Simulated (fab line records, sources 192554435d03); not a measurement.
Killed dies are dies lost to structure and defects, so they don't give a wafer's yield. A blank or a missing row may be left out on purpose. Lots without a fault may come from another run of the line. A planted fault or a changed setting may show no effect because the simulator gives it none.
A struck lot beside a sound one | flow n5_finfet | 14 steps out of a route of 1938
Sound: wafers L280.2, L280.3, L280.6. Struck: wafer L298.2. (L298.5 of the same lot was not struck and is left out.) The cause comes at the end.
At each step with rows: each side's tool, then ch and its chambers, then its first start. Under that, the readings that differ: sound wafers | struck wafers | difference of the means | sigmas: that difference in standard deviations of wafers without a fault.
alike: readings whose means differ by less than 2 such deviations, and words and numbers that are the same on both sides. not compared: withheld readings, readings that some wafer has no value for, bounds like >300 that may hide the same value, and numbers for which the record gives no deviation and whose values overlap.
The two part at a step that has a row with sigmas, a row that says differs or no value, or rows on one side only. Numbers that don't overlap but have no deviation are shown without sigmas and don't part them. A reading that every wafer of one side lacks parts them only if that side has two wafers or more.

first, 3 steps without rows for these wafers: N5_BEOL_M6_EXPOSE_25 (exposes mask V5, target cd 40 nm); N5_BEOL_M6_PEB_26 (peb time 60 s); N5_BEOL_M6_DEVELOP_27 (develop time 30 s).
N5_BEOL_M6_CD_MEAS_28: target cd 40 nm.
  sound on cd_sem-03 ch 0, day 9 01:04; struck on cd_sem-01 ch 0, day 13 17:54
  alike: cd_nm
N5_BEOL_M6_OVL_MEAS_29:
  sound on overlay-01 ch 0, day 9 01:06; struck on overlay-01 ch 0, day 13 17:56
  alike: V5_OVL
N5_BEOL_M6_INSPECT_30: inspects for defects (brightfield).
  sound on defect_inspect-02, day 9 01:09; struck on defect_inspect-01, day 13 17:59
  alike: raw_defect_count
N5_BEOL_M6_DESCUM_33: chemistry O2, time 7 s.
  sound on rie_diel-01 ch 1,2,3, day 9 01:13; struck on rie_diel-01 ch 0, day 13 18:29
  alike: drypump_motor_current_A, oes_product_au, rf_vpp_V, showerhead_plenum_p_Torr, throttle_valve_pct
  not compared: rf_hours_counter_h
N5_BEOL_M6_ETCH_72: etches underlayer in N2/H2, target depth 6.5 nm, time 5.2 s.
  sound on rie_diel-01 ch 1,2,3, day 9 01:15; struck on rie_diel-01 ch 0, day 13 18:31
  alike: drypump_motor_current_A, etch_rf_on_time_s, h2_flow_sccm, n2_flow_sccm, oes_product_au, rf_vpp_V, showerhead_plenum_p_Torr, throttle_valve_pct
  not compared: rf_hours_counter_h
N5_BEOL_M6_ETCH_65: etches SiARC in CF4, target depth 15.6 nm, time 26 s.
  sound on rie_diel-01 ch 1,2,3, day 9 01:16; struck on rie_diel-01 ch 0, day 13 18:32
  alike: drypump_motor_current_A, etch_rf_on_time_s, oes_product_au, rf_vpp_V, showerhead_plenum_p_Torr, throttle_valve_pct
  not compared: rf_hours_counter_h
N5_BEOL_M6_ETCH_66: etches SOC in N2/H2, target depth 80 nm, overetch 16 nm, time 120 s.
  sound on rie_diel-01 ch 1,2,3, day 9 01:18; struck on rie_diel-01 ch 0, day 13 18:34
  alike: drypump_motor_current_A, h2_flow_sccm, n2_flow_sccm, oes_product_au, rf_vpp_V, showerhead_plenum_p_Torr, throttle_valve_pct
  not compared: rf_hours_counter_h
then, 2 steps without rows for these wafers: N5_BEOL_M6_STRIP_69 (strips in N2/H2); N5_BEOL_M6_STRIP_73 (strips in N2/H2).
N5_BEOL_M6_VIA_ETCH_34: etches SiCOH lowk in C4F6/O2, target depth 126.3 nm, time 50.9 s.
  sound on rie_diel-01 ch 1,2,3, day 9 01:24; struck on rie_diel-01 ch 0, day 13 18:40
  reading                                  | sound             | struck | difference | sigmas
  model.etch.depth_nm (nm)                 | 129.2 128.4 130.8 | 87.79  | -41.68     |
  model.SOC_of_BEOL_M6_COAT_63.thk_nm (nm) | 53.8 54 54        | 55.6   | +1.7       |
  alike: drypump_motor_current_A, oes_product_au, rf_vpp_V, showerhead_plenum_p_Torr, throttle_valve_pct
  not compared: rf_hours_counter_h
then, 1 step without rows for these wafers: N5_BEOL_M6_STRIP_76 (strips in C4F6/O2).

WHERE THEY PART
Nowhere in this record.

WHY: what the simulator had put in
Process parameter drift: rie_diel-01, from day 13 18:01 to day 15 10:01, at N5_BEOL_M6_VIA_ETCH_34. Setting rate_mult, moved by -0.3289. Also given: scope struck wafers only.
